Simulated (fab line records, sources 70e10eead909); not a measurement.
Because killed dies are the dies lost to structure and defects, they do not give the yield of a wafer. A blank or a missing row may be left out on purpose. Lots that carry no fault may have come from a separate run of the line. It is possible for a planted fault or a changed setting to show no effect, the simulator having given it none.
Matching of chambers | flow nand harc | rie diel-09 running NHARC_P_M0_ETCH_34: 4 sister chambers
The step etches the open film in N2/H2, target depth 40 nm, overetch 12 nm, time 43.94 s. 4 wafers are shown with their chamber, then 9 later ones without.

== WAFERS, EACH WITH ITS CHAMBER ==
wafer  | chamber | drypump motor current A (A)
L080.4 | 0       | 5.3
L092.1 | 1       | 5.6
L092.2 | 2       | 5.5
L092.4 | 3       | 6.6

== WAFERS WITHOUT THEIR CHAMBER ==
wafer  | drypump motor current A (A)
L094.1 | 6.6
L094.4 | 6.6
L094.5 | 5.5
L095.1 | 5.5
L095.3 | 6.6
L095.4 | 5.5
L096.1 | 5.4
L096.2 | 6.6
L096.3 | 5.5

== EACH ONE'S CHAMBER ==
wafer  | from the rows above     | in truth
L094.1 | 3                       | 3
L094.4 | 3                       | 3
L094.5 | 2                       | 2
L095.1 | 2                       | 2
L095.3 | 3                       | 3
L095.4 | 2                       | 2
L096.1 | can't be placed: 2 or 0 | 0
L096.2 | 3                       | 3
L096.3 | 2                       | 2
Correctly placed: 8 of 9. Unplaceable from these rows: 1, with the true chamber sitting among the candidates in 1. Wrongly placed: 0.
How it was worked out, from the rows above alone: a wafer's distance from a chamber is the root of the sum, over the readings, of the square of ((its reading less the chamber's mean) divided by the reading's scatter). The wafer belongs to the nearest chamber; if the next one is less than 2 further off, it can't be placed. For every chamber, the mean is computed from those of its wafers that are shown. The scatter (one wafer shown for each chamber): square how far every hidden wafer sits from the nearest shown wafer, average those squares and take the square root.
